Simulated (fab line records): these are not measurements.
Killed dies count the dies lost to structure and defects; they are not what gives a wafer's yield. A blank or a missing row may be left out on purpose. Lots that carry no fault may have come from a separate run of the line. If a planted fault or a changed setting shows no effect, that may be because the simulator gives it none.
A lot that was struck, set against a sound lot | flow n5-finfet | 26 steps out of a route of 1938
Sound: these wafers, L784.3, L784.4, L784.5. Wafers struck: L786.1, L786.4, L786.5. The cause comes at the end.
At each step with rows: each side's tool, then ch and its chambers, then its first start. Under that, the readings that differ: sound wafers | struck wafers | difference of the means | sigmas: that difference in standard deviations of wafers without a fault.
alike: a reading whose means differ by less than 2 such deviations, as well as words and numbers matching on both sides. not compared: withheld readings; readings where some wafer has no value; bounds like >300 that might hide an equal value; numbers whose values overlap and for which the record gives no deviation.
Wherever a step has rows on one side only, a row that says differs or no value, or a row with sigmas, the two part there. Numbers that have no deviation but don't overlap get no sigmas and don't part them. A reading that every wafer of one side lacks parts them only if that side has two wafers or more.

first, 9 steps without rows for these wafers: N5_BEOL_M15_EBR_06; N5_BEOL_M15_SOFTBAKE_05 (time 60 s); N5_BEOL_M15_EXPOSE_07 (exposes mask V14); N5_BEOL_M15_PEB_08 (peb time 90 s); N5_BEOL_M15_DEVELOP_09 (develop time 45 s); N5_BEOL_M15_HARDBAKE_14 (time 120 s); N5_BEOL_M15_DESCUM_15 (chemistry O2, time 7.9 s); N5_BEOL_M15_ETCH_59 (etches BARC in N2/H2, target depth 89 nm, overetch 26.7 nm, time 67.9 s); N5_BEOL_M15_VIA_ETCH_16 (etches SiO2 in C4F8/O2/Ar, target depth 1792.2 nm).
N5_BEOL_M15_STRIP_63: strips in O2.
  sound on rie-diel-03 ch 0,1,3, day 12 13:00; struck on rie-diel-03 ch 0,2,3, day 15 04:00
  alike: drypump-motor-current-A, oes-product-au, rf-vpp-V, showerhead-plenum-p-Torr, throttle-valve-pct
  not compared: rf-hours-counter-h
then, 13 steps without rows for these wafers: N5_BEOL_M15_STRIP_64 (strips in O2); N5_BEOL_M15_STRIP_65 (strips in post etch residue remover, time 60 s); N5_BEOL_M15_SRD_66 (time 30 s, dry time 30 s); N5_BEOL_M15_COAT_56 (time 60 s, resist thk 550 nm); N5_BEOL_M15_ETCH_57 (etches SOC in N2/H2, time 750 s); N5_BEOL_M15_COAT_60 (time 60 s, resist thk 89 nm); N5_BEOL_M15_COAT_22 (resist thk 800 nm); N5_BEOL_M15_EBR_24; N5_BEOL_M15_SOFTBAKE_23 (time 60 s); N5_BEOL_M15_EXPOSE_25 (exposes mask M15, target cd 400 nm); N5_BEOL_M15_PEB_26 (peb time 90 s); N5_BEOL_M15_DEVELOP_27 (develop time 45 s); N5_BEOL_M15_HARDBAKE_32 (time 120 s).
N5_BEOL_M15_INSPECT_30: inspects for defects (macro).
  sound: defect-inspect-01 at day 12 15:22; struck: defect-inspect-01 at day 15 06:03
  reading          | sound | struck         | difference | sigmas
  raw-defect-count | 1 0 2 | >300 >300 >300 | differs    |
then, 1 step without rows for these wafers: N5_BEOL_M15_DESCUM_33 (chemistry O2, time 7.9 s).
N5_PASSIVATION_PROBE_49:
  sound: prober-01 at day 13 12:53; struck: prober-02 at day 16 01:36
  reading                  | sound          | struck         | difference | sigmas
  defect-limited-yield (%) | 91.7 93.7 91.0 | 80.8 82.8 78.3 | -11.5      | -8
  killed_at_M0_to_M3       | 17 7 31        | 52 53 29       | +26        | +3
  killed_at_M4_up          | 14 10 3        | 126 103 169    | +124       | +19
  killed-dies              | 98 74 106      | 226 203 256    | +136       | +8
  killed-on-rim            | 11 7 12        | 26 28 17       | +14        | +4
  sort_bin_5_function (%)  | 4.8 3.8 4.6    | 12.2 10.3 13.6 | +7.6       | +8
  sort-n-pass              | 1082 1106 1074 | 954 977 924    | -136       | -8
  sort-yield-pct (%)       | 91.7 93.7 91.0 | 80.8 82.8 78.3 | -11.5      | -8
  alike: killed-at-contacts, killed-at-front-end, killed-at-other, killed-open, killed-short, sort_bin_6_memory

WHERE THEY PART
Last at N5_PASSIVATION_PROBE_49 as far as this record goes, first at N5_BEOL_M15_INSPECT_30.

WHY: the cause the simulator had injected
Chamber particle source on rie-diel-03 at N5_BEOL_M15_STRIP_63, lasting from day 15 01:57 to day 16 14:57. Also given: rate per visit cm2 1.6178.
